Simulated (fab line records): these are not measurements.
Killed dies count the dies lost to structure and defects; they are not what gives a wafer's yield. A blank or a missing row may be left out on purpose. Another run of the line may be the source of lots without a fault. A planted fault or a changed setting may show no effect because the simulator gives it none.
Which tool is to blame? | flow n5Finfet | Sampling: 10 lots, 29 wafers, 5 of 1938 route steps

== WHAT EACH GAUGE READ, for each wafer ==
Not one reading of a measure or inspect step in the record can be checked against a usual standard deviation.

== WHICH TOOL RAN EACH LOT (tool, then ch and the chambers of the sampled wafers, then the start) ==
lot  | N5_BEOL_M11_PRE_CLEAN_45    | N5_BEOL_M15_STRIP_36              | N5_PASSIVATION_PECVD_00         | N5_MIM_BOT_ETCH_ETCH_04           | N5_PASSIVATION_PROBE_49
L743 | pvdSputter-01, day 12 05:28 | rieDiel-05 ch 1,2,3, day 13 04:59 | pecvd-02 ch 0,2, day 13 08:08   | rieDiel-06 ch 0,3, day 13 11:38   | -
L747 | pvdSputter-02, day 12 16:32 | rieDiel-05 ch 0,1,3, day 13 21:41 | pecvd-02 ch 0,1, day 14 00:34   | rieDiel-02 ch 2,3, day 14 04:33   | -
L746 | pvdSputter-02, day 12 17:15 | rieDiel-05 ch 1,2, day 13 20:10   | pecvd-01 ch 1,2, day 13 23:35   | rieDiel-02 ch 0,3, day 14 04:21   | -
L744 | pvdSputter-03, day 12 18:03 | rieDiel-03 ch 2, day 13 21:49     | pecvd-02 ch 1, day 14 00:47     | rieDiel-04 ch 1, day 14 04:26     | -
L749 | pvdSputter-01, day 12 23:38 | rieDiel-01 ch 0,2,3, day 14 02:37 | pecvd-04 ch 0,1,2, day 14 05:44 | rieDiel-02 ch 0,2,3, day 14 08:40 | -
L750 | pvdSputter-03, day 13 01:50 | rieDiel-01 ch 0,1,3, day 14 05:52 | pecvd-04 ch 0,1, day 14 08:51   | rieDiel-06 ch 0,1,3, day 14 15:55 | -
L751 | pvdSputter-03, day 13 05:31 | rieDiel-01 ch 0,1,2, day 14 06:22 | pecvd-04 ch 0,2, day 14 09:08   | rieDiel-02 ch 0,1, day 14 15:56   | -
L752 | pvdSputter-03, day 13 14:58 | rieDiel-01 ch 0,2, day 14 14:31   | pecvd-01 ch 0,1, day 14 18:23   | rieDiel-02 ch 0,1, day 15 00:44   | -
L756 | pvdSputter-03, day 14 23:44 | rieDiel-03 ch 1,2,3, day 15 23:08 | pecvd-02 ch 0,1, day 16 02:12   | rieDiel-02 ch 1,2, day 16 05:45   | prober-01, day 16 14:16
L761 | pvdSputter-03, day 15 17:41 | rieDiel-05 ch 1,3, day 16 18:10   | pecvd-02 ch 0,1, day 16 21:09   | rieDiel-02 ch 0,1, day 17 01:33   | prober-02, day 17 12:46
- N5_BEOL_M11_PRE_CLEAN_45: time 30 s.
- N5_BEOL_M15_STRIP_36: strips in O2.
- N5_PASSIVATION_PECVD_00: deposits SiO2 from SiH4/N2O, target thk 200 nm, time 11.2 s.
- N5_MIM_BOT_ETCH_ETCH_04: etches SiNx in CF4/O2, target depth 26 nm, time 13 s.
- N5_PASSIVATION_PROBE_49

== AS READ BY THE TOOLS THEMSELVES (means over the sampled wafers that have a number; for cases with no such wafer, the mark the record gives instead) ==
N5_BEOL_M11_PRE_CLEAN_45. Usual: heaterPowerW 329 W, standard deviation 43.
lot  | tool          | heaterPowerW (W) | flag
L743 | pvdSputter-01 | 321              | 
L747 | pvdSputter-02 | 344              | 
L746 | pvdSputter-02 | 367              | 
L744 | pvdSputter-03 | 337              | 
L749 | pvdSputter-01 | 331              | 
L750 | pvdSputter-03 | 320              | 
L751 | pvdSputter-03 | 299              | 
L752 | pvdSputter-03 | 337              | 
L756 | pvdSputter-03 | 300              | 
L761 | pvdSputter-03 | 303              | 

N5_BEOL_M15_STRIP_36. Usual: drypumpMotorCurrentA 5.8 A, standard deviation 0.49; oesProductAu 0.79 a.u., standard deviation 0.069; rfVppV 3.7 V, standard deviation 0.94; showerheadPlenumPTorr 2.08 Torr, standard deviation 0.059; tempC 59.99 C, standard deviation 0.13; throttleValvePct 16.60 %, standard deviation 0.19.
lot  | tool       | drypumpMotorCurrentA (A) | oesProductAu (a.u.) | rfVppV (V) | showerheadPlenumPTorr (Torr) | tempC (C) | throttleValvePct (%) | flag
L743 | rieDiel-05 | 5.6                      | 0.83                | 2.2        | 2.11                         | 60.08     | 16.65                | 
L747 | rieDiel-05 | 5.6                      | 0.78                | 3.7        | 2.10                         | 60.12     | 16.71                | 
L746 | rieDiel-05 | 5.4                      | 0.86                | 3.9        | 2.06                         | 60.02     | 16.51                | 
L744 | rieDiel-03 | 5.8                      | 0.74                | 3.7        | 2.10                         | 59.98     | 16.61                | 
L749 | rieDiel-01 | 5.6                      | 0.84                | 3.6        | 2.06                         | 60.01     | 16.52                | 
L750 | rieDiel-01 | 5.7                      | 0.83                | 3.9        | 2.06                         | 60.02     | 16.47                | 
L751 | rieDiel-01 | 5.4                      | 0.83                | 4.0        | 2.04                         | 59.85     | 16.45                | 
L752 | rieDiel-01 | 5.4                      | 0.84                | 3.6        | 2.04                         | 59.82     | 16.47                | 
L756 | rieDiel-03 | 6.3                      | 0.75                | 3.9        | 2.12                         | 60.06     | 16.63                | 
L761 | rieDiel-05 | 5.8                      | 0.96                | 3.2        | 2.16                         | 59.87     | 16.64                | 

N5_PASSIVATION_PECVD_00. Usual: chamberPressureTorr 2.700 Torr, standard deviation 0.0057; heaterPowerW 698 W, standard deviation 91; showerheadPlenumPTorr 8.15 Torr, standard deviation 0.056; throttleValvePct 50.5 %, standard deviation 2.
lot  | tool     | chamberPressureTorr (Torr) | heaterPowerW (W) | showerheadPlenumPTorr (Torr) | throttleValvePct (%) | flag
L743 | pecvd-02 | 2.696                      | 776              | 8.18                         | 48.9                 | 
L747 | pecvd-02 | 2.705                      | 681              | 8.19                         | 50.1                 | 
L746 | pecvd-01 | 2.698                      | 662              | 8.19                         | 51.1                 | 
L744 | pecvd-02 | 2.702                      | 622              | 8.20                         | 51.0                 | 
L749 | pecvd-04 | 2.696                      | 696              | 8.11                         | 50.8                 | 
L750 | pecvd-04 | 2.700                      | 686              | 8.09                         | 52.7                 | 
L751 | pecvd-04 | 2.694                      | 797              | 8.16                         | 49.0                 | 
L752 | pecvd-01 | 2.696                      | 585              | 8.14                         | 51.4                 | 
L756 | pecvd-02 | 2.702                      | 602              | 8.20                         | 50.5                 | 
L761 | pecvd-02 | 2.698                      | 629              | 8.20                         | 50.1                 | 

N5_MIM_BOT_ETCH_ETCH_04. Usual: drypumpMotorCurrentA 6.1 A, standard deviation 0.44; oes_ar_750_au 0.80 a.u., standard deviation 0.083; oesProductAu 0.80 a.u., standard deviation 0.088; rfVppV 239 V, standard deviation 6.4; showerheadPlenumPTorr 2.19 Torr, standard deviation 0.072; throttleValvePct 15.92 %, standard deviation 0.16.
lot  | tool       | drypumpMotorCurrentA (A) | oes_ar_750_au (a.u.) | oesProductAu (a.u.) | rfVppV (V) | showerheadPlenumPTorr (Torr) | throttleValvePct (%) | flag
L743 | rieDiel-06 | 6.4                      | 0.72                 | 0.72                | 243        | 2.24                         | 15.98                | 
L747 | rieDiel-02 | 6.1                      | 0.89                 | 0.90                | 243        | 2.17                         | 15.86                | 
L746 | rieDiel-02 | 6.5                      | 0.81                 | 0.81                | 245        | 2.13                         | 15.98                | 
L744 | rieDiel-04 | 5.8                      | 0.84                 | 0.83                | 242        | 2.23                         | 15.73                | 
L749 | rieDiel-02 | 6.2                      | 0.82                 | 0.82                | 243        | 2.14                         | 15.91                | 
L750 | rieDiel-06 | 6.2                      | 0.72                 | 0.72                | 242        | 2.20                         | 15.97                | 
L751 | rieDiel-02 | 6.0                      | 0.72                 | 0.70                | 234        | 2.13                         | 15.99                | 
L752 | rieDiel-02 | 6.1                      | 0.76                 | 0.73                | 232        | 2.17                         | 16.00                | 
L756 | rieDiel-02 | 6.1                      | 0.82                 | 0.80                | 233        | 2.21                         | 15.98                | 
L761 | rieDiel-02 | 6.0                      | 0.89                 | 0.90                | 235        | 2.12                         | 15.74                | 

N5_PASSIVATION_PROBE_49. Usual: defectLimitedYield 91.5 %, standard deviation 1.4; killed_at_M0_to_M3 32, standard deviation 11; killed_at_M4_up 12, standard deviation 4.4; killedAtContacts 13, standard deviation 6.1; killedAtFrontEnd 39, standard deviation 12; killedAtOther 3.9, standard deviation 3; killedDies 100, standard deviation 17; killedOnRim 13, standard deviation 3.9; killedOpen 66, standard deviation 12; killedShort 33, standard deviation 7.4; sort_bin_4_leakage 0.03 %, standard deviation 0.14; sort_bin_5_function 5.0 %, standard deviation 0.95; sort_bin_6_memory 3.2 %, standard deviation 0.66; sort_bin_8_speed 0.0 %, standard deviation 0.33; sortNPass 1079, standard deviation 17; sortYieldPct 91.4 %, standard deviation 1.5.
lot  | tool      | defectLimitedYield (%) | killed_at_M0_to_M3 | killed_at_M4_up | killedAtContacts | killedAtFrontEnd | killedAtOther | killedDies | killedOnRim | killedOpen | killedShort | sort_bin_4_leakage (%) | sort_bin_5_function (%) | sort_bin_6_memory (%) | sort_bin_8_speed (%) | sortNPass | sortYieldPct (%) | flag
L756 | prober-01 | 83.8                   | 27                 | 115             | 10               | 37               | 1.7           | 191        | 29          | 64         | 24          | 0.11                   | 10.0                    | 3.1                   | 0.0                  | 988       | 83.7             | OFF
L761 | prober-02 | 83.0                   | 24                 | 137             | 11               | 26               | 2.3           | 200        | 21          | 47         | 30          | 0.00                   | 9.6                     | 3.3                   | 0.0                  | 980       | 83.0             | OFF

== THE ANSWER, worked out from the rows above alone ==
Rule: a lot counts as off when the mean over its wafers that have a number is more than 3 standard deviations away from the usual mean. Also off: a lot with no number at a reading for which 4 or more lots have one. All remaining lots with rows at the step are treated as sound. After the gauges, taken in route order, come the tools' own readings; for these a lot's mean is taken, as printed above. The first step at which some lot is off is used, and at that step the reading that is off furthest; a lot without a number counts as furthest.
Off: L756, L761 (N5_PASSIVATION_PROBE_49, killed_at_M4_up). Neither off nor sound, because the step has no rows for them: L743, L747, L746, L744, L749, L750, L751, L752.
If a tool, at that step or one of the process steps before it, ran each lot that is off and ran no sound lot following the first of them, it fits. Can't be told from this: 3 tools fit, pvdSputter-03 at N5_BEOL_M11_PRE_CLEAN_45, pecvd-02 at N5_PASSIVATION_PECVD_00, rieDiel-02 at N5_MIM_BOT_ETCH_ETCH_04.

== WHAT THE SIMULATOR PUT IN ==
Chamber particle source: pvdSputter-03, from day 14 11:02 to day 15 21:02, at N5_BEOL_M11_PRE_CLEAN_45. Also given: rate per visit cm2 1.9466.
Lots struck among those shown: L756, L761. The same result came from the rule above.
